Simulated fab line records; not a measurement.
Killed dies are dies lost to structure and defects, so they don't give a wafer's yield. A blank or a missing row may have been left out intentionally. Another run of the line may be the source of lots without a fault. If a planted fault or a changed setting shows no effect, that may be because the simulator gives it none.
A lot that was struck, set against a sound lot :: flow n5_finfet :: 37 steps out of a route of 1938
Sound: these wafers, L987.2, L987.4, L987.5. Struck: wafer L995.3. (L995.4, L995.6 of the same lot were not struck and are left out.) The cause comes at the end.
Order at every step that has rows: each side's tool, ch and its chambers, its first start. Under that, the readings that differ: sound wafers :: struck wafers :: difference of the means :: sigmas: that difference in standard deviations of wafers without a fault.
alike: same words and numbers on both sides, and readings whose means sit less than 2 such deviations apart. not compared: any withheld reading, any reading some wafer has no value for, any bound like >300 that may hide the same value, and any number with overlapping values for which the record gives no deviation.
The two part at a step that has a row with sigmas, a row that says differs or no value, or rows on one side only. Non-overlapping numbers with no deviation appear without sigmas and do not part them. A reading missing from all wafers of one side parts the sides only when that side holds two or more wafers.

first, 9 steps without rows for these wafers: N5_BEOL_M11_PEB_26 (peb time 60 s); N5_BEOL_M11_DEVELOP_27 (develop time 30 s); N5_BEOL_M11_DESCUM_33 (chemistry O2, time 7.9 s); N5_BEOL_M11_ETCH_65 (etches SiARC in CF4, target depth 39 nm, time 65 s); N5_BEOL_M11_ETCH_66 (etches SOC in N2/H2, target depth 120 nm, overetch 24 nm, time 180 s); N5_BEOL_M11_STRIP_69 (strips in N2/H2); N5_BEOL_M11_VIA_ETCH_34 (etches SiCOH lowk in C4F6/O2, target depth 184.5 nm, time 69.2 s); N5_BEOL_M11_STRIP_73 (strips in C4F6/O2); N5_BEOL_M11_STRIP_36 (strips in N2/H2).
N5_BEOL_M11_TRENCH_ETCH_37: etches SiCOH lowk in C4F6/O2, target depth 148.83 nm, time 48 s.
  sound on rie_diel-02 ch 0,1,3, day 12 13:28; struck on rie_diel-02 ch 0, day 14 09:13
reading: oes_f_703_au (a.u.)
sound: 0.84 0.79 0.76
struck: 0.59
difference: -0.21
sigmas: -3

reading: oes_o_777_au (a.u.)
sound: 0.84 0.79 0.75
struck: 0.63
difference: -0.16
sigmas: -3

reading: rf_fwd_power_W (W)
sound: 342.7 342.3 339.6
struck: 259.2
difference: -82.3
sigmas: -51

reading: rf_vpp_V (V)
sound: 676 677 676
struck: 777
difference: +101
sigmas: +8

reading: model.BEOL_M11.feature_depth_nm (nm)
sound: 146.8 150.4 150
struck: 133
difference: -16
sigmas: 

reading: model.etch.depth_nm (nm)
sound: 146.9 150.3 150
struck: 133.1
difference: -16.0
sigmas: 
  alike: C4F6_flow_sccm, chamber_pressure_mTorr, drypump_motor_current_A, mfc_ar_sccm, oes_product_au, showerhead_plenum_p_Torr, throttle_valve_pct
  not compared: rf_hours_counter_h
then, 2 steps without rows for these wafers: N5_BEOL_M11_ETCH_41 (etches SiCN in CH3F/O2, target depth 42.6 nm, time 86 s); N5_BEOL_M11_STRIP_77 (strips in N2/H2, time 10 s).
N5_BEOL_M11_OCD_MEAS_38:
  struck on ocd-02, day 14 09:24; sound on ocd-01, day 12 13:39
reading: trench_depth_nm (nm)
sound: 147 151 150
struck: 133
difference: -16
sigmas: -5
then, 13 steps without rows for these wafers: N5_BEOL_M11_HM_STRIP_39 (strips TiN in peroxide tin strip, target depth 25 nm, time 158 s); N5_BEOL_M11_SRD_40 (time 30 s); N5_BEOL_M11_PRECLEAN_42 (cleans in residue remover, time 60 s); N5_BEOL_M11_SRD_43 (time 30 s); N5_BEOL_M11_CURE_72 (cures SiCOH lowk, time 120 s); N5_BEOL_M11_DEGAS_44 (time 60 s); N5_BEOL_M11_PRE_CLEAN_45 (time 30 s); N5_BEOL_M11_ALD_74 (deposits TaN, target thk 2 nm, pulse time 2 s, purge time 3 s); N5_BEOL_M11_SURFACE_TREAT_76; N5_BEOL_M11_CVD_75 (deposits Co from CCTBA/H2, target thk 2 nm, time 138.9 s); N5_BEOL_M11_SPUTTER_48 (material Cu, target thk 12 nm, time 2 s); N5_BEOL_M11_ECD_50 (material Cu, target thk 318 nm); N5_BEOL_M11_ANNEAL_51 (time 90 s).
N5_BEOL_M11_CMP_52: polishes, stops on SiCOH lowk, t overpolish 7 s, target thk 140 nm.
  sound on cmp-04 ch 1,2,3, day 12 15:17; struck on cmp-03 ch 1, day 14 13:07
reading: model.Cu_of_BEOL_M11_ECD_50.thk_nm (nm)
sound: 138.8 142 140
struck: 123.6
difference: -16.7
sigmas: 
  alike: barrier_field_endpoint_s, head_pressure_psi, motor_current_A, overpolish_run_s, time_to_endpoint_s
N5_BEOL_M11_THK_MEAS_53: measures by xrf.
  struck on film_metro-02, day 14 13:23; sound on film_metro-01, day 12 15:32
reading: M11_THK (nm)
sound: 138 141 140
struck: 124
difference: -16
sigmas: -4
then, 2 steps without rows for these wafers: N5_BEOL_M11_PRE_CLEAN_55 (time 15 s); N5_BEOL_M11_DEP_56 (deposits SiCN from 3MS/NH3, target thk 30 nm, time 10.5 s).
N5_BEOL_M11_RS_MEAS_57: measurement is done with a four-point probe.
  struck on film_metro-02, day 14 13:30; sound on film_metro-01, day 12 15:40
reading: M11_RS (ohm/sq)
sound: 0.152 0.149 0.151
struck: 0.173
difference: +0.022
sigmas: +5
then, 5 steps without rows for these wafers: N5_BEOL_M12_ILD_DEP_00 (deposits SiOC from DEMS/O2, target thk 658.92 nm, time 130.7 s); N5_BEOL_M12_COAT_58 (time 60 s, resist thk 89 nm); N5_BEOL_M12_COAT_04 (resist thk 400 nm); N5_BEOL_M12_EBR_06; N5_BEOL_M12_SOFTBAKE_05 (time 60 s).
N5_BEOL_M15_RC_MEAS_101:
  sound on prober-02 ch 0, day 13 15:16; struck on prober-02 ch 0, day 15 13:43
reading: SERP_M11 (ohm/um)
sound: 3.05 3.04 3.07
struck: 3.48
difference: +0.43
sigmas: +4

reading: SERP_M11_max_site (ohm/um)
sound: 3.26 3.08 3.20
struck: 3.63
difference: +0.45
sigmas: +4

reading: SERP_M14 (ohm/um)
sound: 0.155 0.152 0.155
struck: 0.162
difference: +0.008
sigmas: +2
  alike: COMB_M10, COMB_M10_max_site, COMB_M11, COMB_M12, COMB_M13, COMB_M14, COMB_M15, COMB_M5, COMB_M6, COMB_M7, COMB_M7_max_site, COMB_M8, COMB_M9, SERP_M10, SERP_M12, SERP_M12_max_site, SERP_M13, SERP_M5, SERP_M6, SERP_M7, SERP_M8, SERP_M9

== WHERE THEY PART ==
Earliest at N5_BEOL_M11_TRENCH_ETCH_37; latest, in this record, at N5_BEOL_M15_RC_MEAS_101.

WHY: what had been put in by the simulator
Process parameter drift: rie_diel-02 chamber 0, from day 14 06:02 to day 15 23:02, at N5_BEOL_M11_TRENCH_ETCH_37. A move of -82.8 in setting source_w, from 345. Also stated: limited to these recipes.
